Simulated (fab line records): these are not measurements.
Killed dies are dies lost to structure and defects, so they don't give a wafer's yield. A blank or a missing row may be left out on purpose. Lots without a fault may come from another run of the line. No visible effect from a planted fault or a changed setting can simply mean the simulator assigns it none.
fab line records ; flow nandHarc ; part 1 of 2: steps 1 to 22 of 30
record lots=5; wafers=15; lastDay=31
route steps=1302 shown A_CONTACT@987
lots that met no fault: taken from a fault-free run of the same line
startH: start of the lot's first displayed wafer, in hours after the record's first day ; waitH: hours from the lot's prior step to this one ; " the same as in the row above ; L1.1+2: one row covering several wafers at once ; - no value, or no start was given ; * or withheld: withheld ; < > ~ a bound
route shown NAME@n: a module of which the file shows steps, and the number in the route of the first ; usual: the fault-free wafers' mean and standard deviation ; same: alike in all rows ; chamber/n: place in a boat ; sites: readings site by site ; _std_site: the standard deviation of these ; _edge_site: the outer-site mean with the inner-site mean subtracted ; radiusMm: how far each site lies from the wafer's centre ; mask NAME#n: copy n ; behind: the last tool/chamber to shape the wafer ; hold: why the lot was held/for how many hours/how that ended ; device: the transistor (n, p or np) that didn't switch ; end of line: tests run on the same wafers once the route is complete ; where a step has no rows: the recipe by itself ; killed: not the wafer's yield, but the dies lost to structure and defects at the first sort ; map: a wafer's dies, x killed, . not, _ none there
set.NAME: the run value of the setting; set.NAME@STEP: its run value at that earlier step ; model.NAME: the simulator's own value behind a step, which no gauge read
lots at some steps of the route; a table a step, a row a wafer
services: a tool's chamber out of use, with start hour (startH, from the record's first day; less than 0 if before it), hours out, and reason
## steps
# step NHARC_A_CONTACT_DEHYDRATE_32
# recipe tempC=150; timeS=120
lot.wafer;tool;chamber;startH;waitH
L080.2+3+5;lithoTrack-04;0;546.05;0.2
L089.1+4+6;lithoTrack-01;0;623.79;0.2
L087.1+2+4;lithoTrack-01;0;629.89;0.2
L091.1+3+6;lithoTrack-01;0;638.53;0.2
L093.3+5+6;lithoTrack-01;0;669.89;0.2
# step NHARC_A_CONTACT_HMDS_33
# recipe timeS=30
lot.wafer;tool;chamber;startH;waitH
L080.2+3+5;lithoTrack-04;0;-;-
L089.1+4+6;lithoTrack-01;0;-;-
L087.1+2+4;lithoTrack-01;0;-;-
L091.1+3+6;lithoTrack-01;0;-;-
L093.3+5+6;lithoTrack-01;0;-;-
# step NHARC_A_CONTACT_COAT_34
# recipe tempC=260; timeS=75
lot.wafer;tool;chamber;startH;waitH
L080.2+3+5;lithoTrack-04;0;-;-
L089.1+4+6;lithoTrack-01;0;-;-
L087.1+2+4;lithoTrack-01;0;-;-
L091.1+3+6;lithoTrack-01;0;-;-
L093.3+5+6;lithoTrack-01;0;-;-
# step NHARC_A_CONTACT_COAT_35
# recipe tempC=225; timeS=65
lot.wafer;tool;chamber;startH;waitH
L080.2+3+5;lithoTrack-04;0;-;-
L089.1+4+6;lithoTrack-01;0;-;-
L087.1+2+4;lithoTrack-01;0;-;-
L091.1+3+6;lithoTrack-01;0;-;-
L093.3+5+6;lithoTrack-01;0;-;-
# step NHARC_A_CONTACT_COAT_36
# recipe spinRpm=1500; resistThkNm=90
lot.wafer;tool;chamber;startH;waitH
L080.2+3+5;lithoTrack-04;0;-;-
L089.1+4+6;lithoTrack-01;0;-;-
L087.1+2+4;lithoTrack-01;0;-;-
L091.1+3+6;lithoTrack-01;0;-;-
L093.3+5+6;lithoTrack-01;0;-;-
# step NHARC_A_CONTACT_SOFTBAKE_37
# recipe tempC=105; timeS=55
lot.wafer;tool;chamber;startH;waitH
L080.2+3+5;lithoTrack-04;0;-;-
L089.1+4+6;lithoTrack-01;0;-;-
L087.1+2+4;lithoTrack-01;0;-;-
L091.1+3+6;lithoTrack-01;0;-;-
L093.3+5+6;lithoTrack-01;0;-;-
# step NHARC_A_CONTACT_EBR_38
lot.wafer;tool;chamber;startH;waitH
L080.2+3+5;lithoTrack-04;0;-;-
L089.1+4+6;lithoTrack-01;0;-;-
L087.1+2+4;lithoTrack-01;0;-;-
L091.1+3+6;lithoTrack-01;0;-;-
L093.3+5+6;lithoTrack-01;0;-;-
# step NHARC_A_CONTACT_EXPOSE_39
# recipe na=1.35; sigmaOuter=0.8; doseMj=58.79; maskId=A_CC_3
# usual focusOffsetNm=-0.1/0.55
lot.wafer;tool;chamber;startH;waitH;mask;focusOffsetNm
L080.2;arfiScanner-02;0;546.36;-;A_CC_3#0;0.3
L080.3;arfiScanner-02;0;546.36;-;A_CC_3#0;0.6
L080.5;arfiScanner-02;0;546.36;-;A_CC_3#0;0.5
L089.1;arfiScanner-01;0;624.10;-;A_CC_3#0;-0.2
L089.4;arfiScanner-01;0;624.10;-;A_CC_3#0;-0.8
L089.6;arfiScanner-01;0;624.10;-;A_CC_3#0;0.1
L087.1;arfiScanner-03;0;630.20;-;A_CC_3#0;-0.4
L087.2;arfiScanner-03;0;630.20;-;A_CC_3#0;-0.5
L087.4;arfiScanner-03;0;630.20;-;A_CC_3#0;0.5
L091.1;arfiScanner-03;0;638.71;-;A_CC_3#0;-1.4
L091.3;arfiScanner-03;0;638.71;-;A_CC_3#0;-1.3
L091.6;arfiScanner-03;0;638.71;-;A_CC_3#0;-1.0
L093.3;arfiScanner-02;0;670.09;-;A_CC_3#0;-0.7
L093.5;arfiScanner-02;0;670.09;-;A_CC_3#0;0.6
L093.6;arfiScanner-02;0;670.09;-;A_CC_3#0;-0.3
# step NHARC_A_CONTACT_PEB_40
# recipe pebTempC=100; pebTimeS=65
lot.wafer;tool;chamber;startH;waitH
L080.2+3+5;lithoTrack-04;0;546.42;0.1
L089.1+4+6;lithoTrack-04;0;624.16;0.1
L087.1+2+4;lithoTrack-01;0;630.26;0.1
L091.1+3+6;lithoTrack-06;0;638.77;0.1
L093.3+5+6;lithoTrack-04;0;670.15;0.0
# step NHARC_A_CONTACT_DEVELOP_41
# recipe developTimeS=35; devTempC=23
lot.wafer;tool;chamber;startH;waitH
L080.2+3+5;lithoTrack-04;0;-;-
L089.1+4+6;lithoTrack-04;0;-;-
L087.1+2+4;lithoTrack-01;0;-;-
L091.1+3+6;lithoTrack-06;0;-;-
L093.3+5+6;lithoTrack-04;0;-;-
# step NHARC_A_CONTACT_CD_MEAS_42
# recipe targetCdNm=300; landingEnergyEv=500
# usual cdNm=300.2/0.45
lot.wafer;tool;chamber;startH;waitH;cdNm
L080.2;cdSem-01;0;546.50;-;299.8
L080.3;cdSem-01;0;546.50;-;299.7
L080.5;cdSem-01;0;546.50;-;299.7
L089.1;cdSem-02;0;624.24;-;299.9
L089.4;cdSem-02;0;624.24;-;300.2
L089.6;cdSem-02;0;624.24;-;299.8
L087.1;cdSem-01;0;630.34;-;299.3
L087.2;cdSem-01;0;630.34;-;299.7
L087.4;cdSem-01;0;630.34;-;299.5
L091.1;cdSem-03;0;638.85;-;300.3
L091.3;cdSem-03;0;638.85;-;300.5
L091.6;cdSem-03;0;638.85;-;299.8
L093.3;cdSem-02;0;670.23;-;299.6
L093.5;cdSem-02;0;670.23;-;300.0
L093.6;cdSem-02;0;670.23;-;300.0
# step NHARC_A_CONTACT_OVL_MEAS_43
# usual overlayXNm=0.1/0.94; overlayYNm=-0.1/0.61
lot.wafer;tool;chamber;startH;waitH;overlayXNm;overlayYNm
L080.2;overlay-01;-;546.59;-;-0.2;0.7
L080.3;overlay-01;-;546.59;-;-0.6;1.4
L080.5;overlay-01;-;546.59;-;-0.5;1.2
L089.1;overlay-02;-;624.34;-;-0.6;0.2
L089.4;overlay-02;-;624.34;-;-0.6;0.4
L089.6;overlay-02;-;624.34;-;-0.4;0.4
L087.1;overlay-01;-;630.43;-;1.5;0.4
L087.2;overlay-01;-;630.43;-;0.9;-0.4
L087.4;overlay-01;-;630.43;-;1.2;-0.2
L091.1;overlay-02;-;638.94;-;-1.6;-0.9
L091.3;overlay-02;-;638.94;-;-1.2;-1.1
L091.6;overlay-02;-;638.94;-;-2.0;-0.9
L093.3;overlay-01;-;670.31;-;1.0;0.6
L093.5;overlay-01;-;670.31;-;0.9;0.6
L093.6;overlay-01;-;670.31;-;0.5;0.6
# step NHARC_A_CONTACT_INSPECT_44
# usual rawDefectCount=81/37
lot.wafer;tool;chamber;startH;waitH;rawDefectCount
L080.2;defectInspect-01;-;546.63;0.0;72
L080.3;defectInspect-01;-;546.63;0.0;75
L080.5;defectInspect-01;-;546.63;0.0;59
L089.1;defectInspect-01;-;624.37;0.0;118
L089.4;defectInspect-01;-;624.37;0.0;110
L089.6;defectInspect-01;-;624.37;0.0;118
L087.1;defectInspect-01;-;630.47;0.0;57
L087.2;defectInspect-01;-;630.47;0.0;55
L087.4;defectInspect-01;-;630.47;0.0;51
L091.1;defectInspect-02;-;638.97;0.0;72
L091.3;defectInspect-02;-;638.97;0.0;90
L091.6;defectInspect-02;-;638.97;0.0;95
L093.3;defectInspect-02;-;670.35;0.0;60
L093.5;defectInspect-02;-;670.35;0.0;67
L093.6;defectInspect-02;-;670.35;0.0;59
# step NHARC_A_CONTACT_DESCUM_47
# recipe timeS=3; o2FlowSccm=200; arFlowSccm=0; biasPowerW=0; chemistry=O2
# usual chamberPressureMTorr=60.00/0.055; drypumpMotorCurrentA=5.8/0.52; oesProductAu=1.001/0.012; rfVppV=57.9/0.85; showerheadPlenumPTorr=1.90/0.084; throttleValvePct=11.311/0.0088
lot.wafer;tool;chamber;startH;waitH;chamberPressureMTorr;drypumpMotorCurrentA;oesProductAu;rfHoursCounterH;rfVppV;showerheadPlenumPTorr;throttleValvePct
L080.2;rieDiel-06;0;546.70;0.1;59.98;5.6;1.005;18;57.8;1.98;11.315
L080.3;rieDiel-06;1;546.70;0.1;59.93;5.4;1.009;16;57.9;1.94;11.305
L080.5;rieDiel-06;2;546.70;0.1;59.89;5.0;1.008;-;56.6;1.87;11.300
L089.4;rieDiel-04;0;624.45;0.1;60.02;6.5;1.006;10;59.9;2.00;11.297
L089.1;rieDiel-04;1;624.45;0.1;60.03;5.9;1.004;11;57.2;1.84;11.316
L089.6;rieDiel-04;2;624.45;0.1;59.95;5.8;1.000;-;56.8;1.78;11.317
L087.2;rieDiel-06;0;630.53;0.1;59.97;5.7;1.003;42;55.6;1.97;11.304
L087.4;rieDiel-06;1;630.53;0.1;59.88;5.4;1.009;48;58.5;1.93;11.310
L087.1;rieDiel-06;2;630.53;0.1;60.09;5.0;1.011;51;58.2;1.86;11.300
L091.3;rieDiel-04;2;639.04;0.1;59.97;5.8;0.987;15;58.2;1.78;11.324
L091.1;rieDiel-04;1;639.04;0.1;60.02;6.0;1.007;14;56.5;1.84;11.304
L091.6;rieDiel-04;2;639.04;0.1;60.00;5.8;1.003;-;57.3;1.78;11.329
L093.3;rieDiel-06;2;670.43;0.1;60.07;5.0;0.993;0;56.1;1.86;11.320
L093.5;rieDiel-06;0;670.43;0.1;59.91;5.6;0.998;-;57.5;1.97;11.312
L093.6;rieDiel-06;1;670.43;0.1;60.03;5.5;0.983;-;58.3;1.93;11.292
# step NHARC_A_CONTACT_ETCH_48
# recipe targetDepthA=390; overEtchFrac=0.3; timeS=65; ionEnergyEv=80; cf4FlowSccm=150; arFlowSccm=0; rfW=300; biasW=100; chemistry=CF4
# usual chamberPressureMTorr=50.00/0.043; drypumpMotorCurrentA=5.8/0.53; oesProductAu=1.000/0.011; rfVppV=151.1/1.2; showerheadPlenumPTorr=1.76/0.075; throttleValvePct=13.283/0.0093
lot.wafer;tool;chamber;startH;waitH;chamberPressureMTorr;drypumpMotorCurrentA;oesProductAu;rfHoursCounterH;rfVppV;showerheadPlenumPTorr;throttleValvePct
L080.3;rieDiel-06;0;546.78;0.1;49.95;5.7;1.004;18;150.6;1.83;13.287
L080.2;rieDiel-06;2;546.78;0.1;50.07;5.0;0.997;17;151.2;1.73;13.281
L080.5;rieDiel-06;0;546.78;0.1;50.03;5.7;1.003;-;153.6;1.83;13.280
L089.4;rieDiel-04;0;624.52;0.1;49.95;6.6;1.020;10;152.5;1.84;13.278
L089.1;rieDiel-04;2;624.52;0.1;49.97;5.8;1.005;13;151.5;1.65;13.273
L089.6;rieDiel-04;3;624.52;0.1;49.97;5.7;0.976;-;150.5;1.68;13.284
L087.1;rieDiel-06;2;630.62;0.1;50.07;5.0;1.002;51;150.5;1.72;13.295
L087.2;rieDiel-06;3;630.62;0.1;50.00;6.5;1.004;53;153.4;1.89;13.289
L087.4;rieDiel-06;0;630.62;0.1;50.02;5.7;1.009;42;151.5;1.82;13.293
L091.1;rieDiel-04;0;639.13;0.1;49.98;6.6;1.001;12;151.9;1.84;13.275
L091.3;rieDiel-04;2;639.13;0.1;50.01;5.8;0.991;15;150.3;1.65;13.295
L091.6;rieDiel-04;0;639.13;0.1;49.96;6.5;1.006;-;153.0;1.84;13.282
L093.3;rieDiel-06;3;670.49;0.1;50.02;6.5;1.017;0;152.9;1.89;13.274
L093.5;rieDiel-06;3;670.49;0.1;49.92;6.5;1.005;-;151.1;1.89;13.282
L093.6;rieDiel-06;0;670.49;0.1;49.99;5.6;1.003;-;153.2;1.82;13.279
# step NHARC_A_CONTACT_ETCH_49
# recipe targetDepthA=2600; overEtchFrac=0.3; timeS=475.3; ionEnergyEv=200; n2FlowSccm=150; h2FlowSccm=150; arFlowSccm=0; rfW=400; biasW=150; chemistry=N2/H2
# usual chamberPressureMTorr=30.004/0.028; drypumpMotorCurrentA=5.8/0.53; h2FlowSccm=150.0/0.44; oesProductAu=1.000/0.011; rfVppV=430.2/2.6; showerheadPlenumPTorr=2.03/0.093; throttleValvePct=14.172/0.009
lot.wafer;tool;chamber;startH;waitH;chamberPressureMTorr;drypumpMotorCurrentA;h2FlowSccm;oesProductAu;rfHoursCounterH;rfVppV;showerheadPlenumPTorr;throttleValvePct
L080.3;rieDiel-06;1;-;-;30.014;5.5;148.9;1.010;16;431.0;2.07;14.159
L080.2;rieDiel-06;2;-;-;30.007;5.0;149.4;1.002;17;428.7;1.99;14.166
L080.5;rieDiel-06;0;-;-;30.010;5.7;149.4;1.006;-;432.0;2.11;14.191
L089.4;rieDiel-04;0;-;-;29.966;6.5;150.0;1.021;10;431.7;2.13;14.170
L089.1;rieDiel-04;3;-;-;29.961;5.7;149.9;0.992;12;427.7;1.93;14.157
L089.6;rieDiel-04;1;-;-;29.985;5.9;150.0;0.998;-;428.9;1.96;14.182
L087.4;rieDiel-06;0;-;-;30.062;5.6;150.0;1.003;42;433.1;2.11;14.190
L087.1;rieDiel-06;1;-;-;30.002;5.5;150.3;0.996;48;430.5;2.06;14.165
L087.2;rieDiel-06;2;-;-;29.988;5.0;150.4;1.000;51;429.0;1.98;14.166
L091.1;rieDiel-04;2;-;-;30.003;5.8;149.0;0.990;15;425.8;1.89;14.176
L091.3;rieDiel-04;1;-;-;29.971;6.0;150.4;0.993;14;428.1;1.96;14.181
L091.6;rieDiel-04;2;-;-;30.008;5.8;149.5;0.998;-;424.5;1.89;14.177
L093.3;rieDiel-06;1;-;-;29.977;5.5;151.3;0.988;0;431.3;2.06;14.174
L093.5;rieDiel-06;1;-;-;29.952;5.5;151.3;0.988;-;431.4;2.06;14.181
L093.6;rieDiel-06;2;-;-;30.053;5.0;149.5;0.999;-;430.0;1.98;14.165
# step NHARC_A_CONTACT_ETCH_50
# recipe targetDepthA=1210; timeS=60.5; cf4FlowSccm=100; chf3FlowSccm=30; arFlowSccm=0; rfW=500; biasW=200; chemistry=CF4/CHF3
# usual chamberPressureMTorr=25.001/0.023; drypumpMotorCurrentA=5.8/0.53; oesProductAu=0.952/0.024; rfVppV=370.3/2.4; showerheadPlenumPTorr=1.56/0.066; throttleValvePct=16.801/0.0093
lot.wafer;tool;chamber;startH;waitH;chamberPressureMTorr;drypumpMotorCurrentA;oesProductAu;rfHoursCounterH;rfVppV;showerheadPlenumPTorr;throttleValvePct
L080.3;rieDiel-06;1;-;-;24.997;5.5;0.983;16;372.7;1.60;16.800
L080.2;rieDiel-06;3;-;-;24.989;6.5;0.961;19;373.0;1.69;16.801
L080.5;rieDiel-06;1;-;-;24.952;5.4;0.979;-;370.4;1.60;16.802
L089.4;rieDiel-04;0;-;-;24.975;6.6;1.003;10;372.5;1.64;16.807
L089.1;rieDiel-04;1;-;-;25.026;6.0;0.986;11;369.0;1.52;16.804
L089.6;rieDiel-04;0;-;-;25.019;6.6;0.994;-;372.4;1.64;16.799
L087.1;rieDiel-06;2;-;-;24.988;5.0;0.915;51;370.3;1.53;16.805
L087.2;rieDiel-06;0;-;-;24.974;5.6;0.924;42;372.0;1.62;16.806
L087.4;rieDiel-06;1;-;-;24.967;5.5;0.924;48;371.2;1.59;16.802
L091.3;rieDiel-04;2;-;-;24.999;5.9;0.961;15;368.4;1.47;16.810
L091.1;rieDiel-04;3;-;-;24.993;5.6;0.946;14;367.0;1.50;16.793
L091.6;rieDiel-04;3;-;-;24.984;5.7;0.940;-;367.9;1.50;16.795
L093.3;rieDiel-06;1;-;-;25.032;5.5;0.942;0;372.2;1.59;16.797
L093.5;rieDiel-06;1;-;-;24.964;5.5;0.945;-;371.8;1.59;16.821
L093.6;rieDiel-06;2;-;-;25.008;5.0;0.981;-;368.3;1.53;16.796
# step NHARC_A_CONTACT_ETCH_51
# recipe targetDepthA=70000; overEtchFrac=0.3; timeS=1820; ionEnergyEv=150; o2FlowSccm=400; cosFlowSccm=20; arFlowSccm=0; rfW=500; biasW=300; chemistry=O2/COS
# usual chamberPressureMTorr=20.001/0.021; drypumpMotorCurrentA=5.8/0.52; oesProductAu=0.999/0.011; rfVppV=313.8/2; showerheadPlenumPTorr=3.10/0.13; throttleValvePct=28.330/0.0095
lot.wafer;tool;chamber;startH;waitH;chamberPressureMTorr;drypumpMotorCurrentA;oesProductAu;rfHoursCounterH;rfVppV;showerheadPlenumPTorr;throttleValvePct
L080.3;rieDiel-06;1;-;-;20.003;5.5;0.994;17;314.1;3.17;28.338
L080.2;rieDiel-06;3;-;-;20.009;6.5;1.009;20;317.4;3.36;28.333
L080.5;rieDiel-06;2;-;-;19.989;5.0;0.991;-;313.3;3.06;28.333
L089.4;rieDiel-04;1;-;-;20.003;6.0;1.005;11;312.5;3.01;28.344
L089.1;rieDiel-04;2;-;-;19.990;5.8;1.002;13;311.5;2.91;28.346
L089.6;rieDiel-04;2;-;-;20.011;5.9;1.004;-;310.7;2.91;28.343
L087.2;rieDiel-06;3;-;-;20.033;6.5;1.013;53;317.5;3.34;28.332
L087.1;rieDiel-06;1;-;-;19.990;5.5;1.009;49;316.2;3.15;28.332
L087.4;rieDiel-06;2;-;-;19.995;5.0;1.007;52;312.6;3.04;28.320
L091.1;rieDiel-04;3;-;-;20.016;5.7;0.977;14;313.0;2.97;28.329
L091.3;rieDiel-04;0;-;-;19.992;6.6;1.009;13;314.7;3.25;28.317
L091.6;rieDiel-04;2;-;-;20.022;5.8;1.004;-;311.6;2.91;28.332
L093.3;rieDiel-06;3;-;-;20.024;6.5;1.006;0;318.1;3.34;28.328
L093.5;rieDiel-06;3;-;-;20.007;6.5;1.010;-;317.3;3.34;28.339
L093.6;rieDiel-06;0;-;-;20.021;5.6;0.997;-;313.5;3.21;28.329
# step NHARC_A_CONTACT_ETCH_111
# recipe sourceW=withheld; pressureMtorr=20; biasV=withheld; timeS=140; targetDepthA=7000; arFlowSccm=withheld; c4f8FlowSccm=withheld; o2FlowSccm=withheld; chemistry=C4F8/O2/Ar
# usual chamberPressureMTorr=19.997/0.019
lot.wafer;tool;chamber;startH;waitH;chamberPressureMTorr;rfHoursCounterH
L080.2;harCapEtch-03;1;548.53;-;20.018;52
L080.3;harCapEtch-03;0;548.53;-;20.039;-
L080.5;harCapEtch-03;0;548.53;-;19.997;-
L089.1;harCapEtch-02;1;626.27;-;19.997;105
L089.4;harCapEtch-02;0;626.27;-;19.983;-
L089.6;harCapEtch-02;1;626.27;-;19.964;-
L087.2;harCapEtch-01;0;632.35;-;20.009;19
L087.1;harCapEtch-01;1;632.35;-;20.026;19
L087.4;harCapEtch-01;0;632.35;-;19.985;-
L091.1;harCapEtch-01;1;641.30;-;20.003;22
L091.3;harCapEtch-01;1;641.30;-;20.038;-
L091.6;harCapEtch-01;1;641.30;-;19.996;-
L093.3;harCapEtch-02;1;672.33;-;19.985;-
L093.6;harCapEtch-02;0;672.33;-;20.002;-
L093.5;harCapEtch-02;1;672.33;-;20.015;-
# step NHARC_A_CONTACT_ETCH_112
# recipe sourceW=withheld; pressureMtorr=20; biasV=3000; timeS=190; targetDepthA=18500; arFlowSccm=withheld; c4f8FlowSccm=withheld; o2FlowSccm=withheld; chemistry=C4F8/O2/Ar
# usual chamberPressureMTorr=20.000/0.018
lot.wafer;tool;chamber;startH;waitH;chamberPressureMTorr;rfHoursCounterH
L080.2;harCapEtch-03;1;548.72;0.2;19.964;52
L080.3;harCapEtch-03;0;548.72;0.2;19.988;-
L080.5;harCapEtch-03;0;548.72;0.2;20.014;-
L089.1;harCapEtch-02;1;626.47;0.2;19.997;105
L089.4;harCapEtch-02;0;626.47;0.2;19.983;-
L089.6;harCapEtch-02;1;626.47;0.2;19.992;-
L087.2;harCapEtch-01;0;632.54;0.2;20.014;19
L087.1;harCapEtch-01;1;632.54;0.2;20.010;19
L087.4;harCapEtch-01;0;632.54;0.2;20.043;-
L091.1;harCapEtch-01;1;641.50;0.2;20.003;22
L091.3;harCapEtch-01;1;641.50;0.2;19.979;-
L091.6;harCapEtch-01;1;641.50;0.2;20.018;-
L093.3;harCapEtch-02;1;672.51;0.2;19.982;-
L093.6;harCapEtch-02;0;672.51;0.2;20.000;-
L093.5;harCapEtch-02;1;672.51;0.2;19.999;-
# step NHARC_A_CONTACT_ETCH_113
# recipe sourceW=withheld; pressureMtorr=20; biasV=3000; timeS=190; targetDepthA=18500; arFlowSccm=withheld; c4f8FlowSccm=withheld; o2FlowSccm=withheld; chemistry=C4F8/O2/Ar
# usual chamberPressureMTorr=20.000/0.017
lot.wafer;tool;chamber;startH;waitH;chamberPressureMTorr;rfHoursCounterH
L080.2;harCapEtch-03;1;548.89;0.1;20.002;53
L080.3;harCapEtch-03;0;548.89;0.1;20.010;-
L080.5;harCapEtch-03;0;548.89;0.1;20.006;-
L089.1;harCapEtch-02;1;626.64;0.1;19.972;106
L089.4;harCapEtch-02;0;626.64;0.1;20.006;-
L089.6;harCapEtch-02;1;626.64;0.1;20.017;-
L087.2;harCapEtch-01;0;632.71;0.1;19.967;20
L087.1;harCapEtch-01;1;632.71;0.1;19.979;20
L087.4;harCapEtch-01;0;632.71;0.1;19.984;-
L091.1;harCapEtch-01;1;641.67;0.1;20.020;22
L091.3;harCapEtch-01;1;641.67;0.1;20.012;-
L091.6;harCapEtch-01;1;641.67;0.1;19.976;-
L093.3;harCapEtch-02;1;672.68;0.1;19.977;-
L093.6;harCapEtch-02;0;672.68;0.1;19.984;-
L093.5;harCapEtch-02;1;672.68;0.1;19.988;-
# step NHARC_A_CONTACT_ETCH_114
# recipe sourceW=withheld; pressureMtorr=20; biasV=3000; timeS=190; targetDepthA=18500; arFlowSccm=withheld; c4f8FlowSccm=withheld; o2FlowSccm=withheld; chemistry=C4F8/O2/Ar
# usual chamberPressureMTorr=20.001/0.02
lot.wafer;tool;chamber;startH;waitH;chamberPressureMTorr;rfHoursCounterH
L080.2;harCapEtch-03;1;549.06;0.1;20.018;53
L080.3;harCapEtch-03;0;549.06;0.1;20.005;-
L080.5;harCapEtch-03;0;549.06;0.1;19.992;-
L089.1;harCapEtch-02;1;626.81;0.1;20.016;106
L089.4;harCapEtch-02;0;626.81;0.1;19.983;-
L089.6;harCapEtch-02;1;626.81;0.1;19.977;-
L087.2;harCapEtch-01;0;632.88;0.1;20.021;20
L087.1;harCapEtch-01;1;632.88;0.1;20.016;20
L087.4;harCapEtch-01;0;632.88;0.1;19.991;-
L091.1;harCapEtch-01;1;641.84;0.1;19.981;22
L091.3;harCapEtch-01;1;641.84;0.1;20.021;-
L091.6;harCapEtch-01;1;641.84;0.1;19.987;-
L093.3;harCapEtch-02;1;672.85;0.1;20.003;-
L093.6;harCapEtch-02;0;672.85;0.1;19.985;-
L093.5;harCapEtch-02;1;672.85;0.1;19.965;-
